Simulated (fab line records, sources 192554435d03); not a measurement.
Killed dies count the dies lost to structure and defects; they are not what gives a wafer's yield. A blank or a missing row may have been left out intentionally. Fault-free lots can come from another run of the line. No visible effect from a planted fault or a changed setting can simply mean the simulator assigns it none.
Split-lot trial    flow n5 finfet    route with 1938 steps; 7 lots, 39 wafers read

## ON THE SPLIT
At N5_BEOL_M4_DESCUM_16 (chemistry O2, time 7 s), the setting time s was moved away from the recipe's 7 s on 18 of the 39 wafers read, by -39.8% to +59.3%. For the rest of the wafers, this setting stayed at what the recipe calls for.

The file shows no step between the split and the reading.

## THE READING
CAR-EUV_of_BEOL_M4_COAT_05.thk nm (the simulator's own value, which no gauge read), in nm, at N5_BEOL_M4_ETCH_74 (etches underlayer in N2/H2, target depth 6.5 nm, time 5.2 s). The file does not state a usual value for it. Average 20.4 nm, standard deviation 0.13 nm, over the 21 wafers here run with the recipe.

wafer   tool, chamber at the split  time s as run, s  against the recipe  CAR-EUV_of_BEOL_M4_COAT_05.thk nm, nm  against lot-mates on the recipe
L075.1  rie diel-01, 1              7                 recipe              20.4                                   -
L075.5  rie diel-01, 1              7                 recipe              20.4                                   -
L075.6  rie diel-01, 2              7                 recipe              20.4                                   -
L075.2  rie diel-01, 0,3,2          11.15             +59.3%              18.4                                   -2.0
L075.3  rie diel-01, 0,3,2          11.15             +59.3%              18.2                                   -2.2
L075.4  rie diel-01, 0,3,2          11.15             +59.3%              18.2                                   -2.2
L079.1  rie diel-01, 1              9.877             +41.1%              18.8                                   -1.4
L079.3  rie diel-01, 2              9.877             +41.1%              18.8                                   -1.4
L079.2  rie diel-01, 3,1,2          7                 recipe              20.2                                   -
L079.5  rie diel-01, 3,1,2          7                 recipe              20.2                                   -
L079.6  rie diel-01, 3,1,2          7                 recipe              20.2                                   -
L079.4  rie diel-01, 0              9.877             +41.1%              19                                     -1.2
L083.1  rie diel-05, 2,1,3          7                 recipe              20.2                                   -
L083.4  rie diel-05, 2,1,3          7                 recipe              20.2                                   -
L083.2  rie diel-05, 3              10.37             +48.1%              18.6                                   -1.7
L083.3  rie diel-05, 1,2            10.37             +48.1%              18.8                                   -1.5
L083.5  rie diel-05, 1,2            10.37             +48.1%              18.8                                   -1.5
L083.6  rie diel-05, 2,1,3          7                 recipe              20.4                                   -
L090.1  rie diel-05, 3              8.159             +16.6%              19.8                                   -0.7
L090.2  rie diel-05, 0              8.159             +16.6%              20                                     -0.5
L090.4  rie diel-05, 0              8.159             +16.6%              20                                     -0.5
L090.3  rie diel-05, 1              7                 recipe              20.6                                   -
L090.6  rie diel-05, 1              7                 recipe              20.6                                   -
L090.5  rie diel-05, 3              7                 recipe              20.4                                   -
L088.1  rie diel-02, 1              7                 recipe              20.4                                   -
L088.3  rie diel-02, 3,2            7                 recipe              20.4                                   -
L088.2  rie diel-02, 3,2            7                 recipe              20.2                                   -
L088.4  rie diel-02, 0,2            9.787             +39.8%              19                                     -1.3
L088.5  rie diel-02, 1              9.787             +39.8%              19                                     -1.3
L088.6  rie diel-02, 0,2            9.787             +39.8%              19                                     -1.3
L091.1  rie diel-05, 3              7                 recipe              20.4                                   -
L091.5  rie diel-05, 3              7                 recipe              20.4                                   -
L091.2  rie diel-05, 2              4.214             -39.8%              22                                     +1.5
L091.4  rie diel-05, 1,2            4.214             -39.8%              22                                     +1.5
L091.3  rie diel-05, 0              7                 recipe              20.6                                   -
L091.6  rie diel-05, 1,2            4.214             -39.8%              21.8                                   +1.3
L092.1  rie diel-01, 0,3            7                 recipe              20.4                                   -
L092.5  rie diel-01, 0              7                 recipe              20.4                                   -
L092.6  rie diel-01, 0,3            7                 recipe              20.2                                   -
Where a row lists several chambers, the file gives one row for several wafers and doesn't say which wafer went through which chamber.

THE FIT
A straight line over all 39 wafers: CAR-EUV_of_BEOL_M4_COAT_05.thk nm changes by -0.036 nm for each +1% of time s; r = -0.99; the points scatter about the line by 0.13 nm.
The same after taking each lot's own level away (the mean of its wafers on the recipe; 39 wafers): -0.0346 nm for each +1%; r = -0.99; scatter 0.1 nm.
Per that fit: largest time s move, reading shift of 2.1 nm.
The lots' own levels span 20.20 to 20.53 nm, that is 2.5 times the standard deviation above.
Hence the lot-to-lot level has little effect on the slope; both slopes agree.
Check: for one of the wafers moved furthest among these (+59.3%), held out of the fit, the line's prediction against its lot-mates is -2.04 nm. Against them it came out at -2 nm.

## THESE WAFERS: OTHER SPLITS
Note: prior to the reading, these wafers also went through further splits. Each is held against what the fit with the lots' levels taken away leaves over:
other split on the same wafers   wafers away from the commonest value  r with CAR-EUV_of_BEOL_M4_COAT_05.thk nm (lot level and that fit taken away)
N5_BEOL_M0_SAQP_PECVD_04 time s  15                                    -0.10

## THE WHOLE CHAIN: every reading that the file lists as answering this split, in the file's order
step                  what it does                                                 reading                                                                             change (the file's fit)                 r (the file's)
N5_BEOL_M4_DESCUM_16  chemistry O2, time 7 s                                       CAR-EUV_of_BEOL_M4_COAT_05.thk nm (the simulator's own value, which no gauge read)  -0.0348 nm for each +1% of the setting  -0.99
N5_BEOL_M4_ETCH_74    etches underlayer in N2/H2, target depth 6.5 nm, time 5.2 s  CAR-EUV_of_BEOL_M4_COAT_05.thk nm (the simulator's own value, which no gauge read)  -0.0343 nm for each +1% of the setting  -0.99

## FILE'S OWN FIT
CAR-EUV_of_BEOL_M4_COAT_05.thk nm changes by -0.0343 nm for each +1% of time s, r = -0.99.
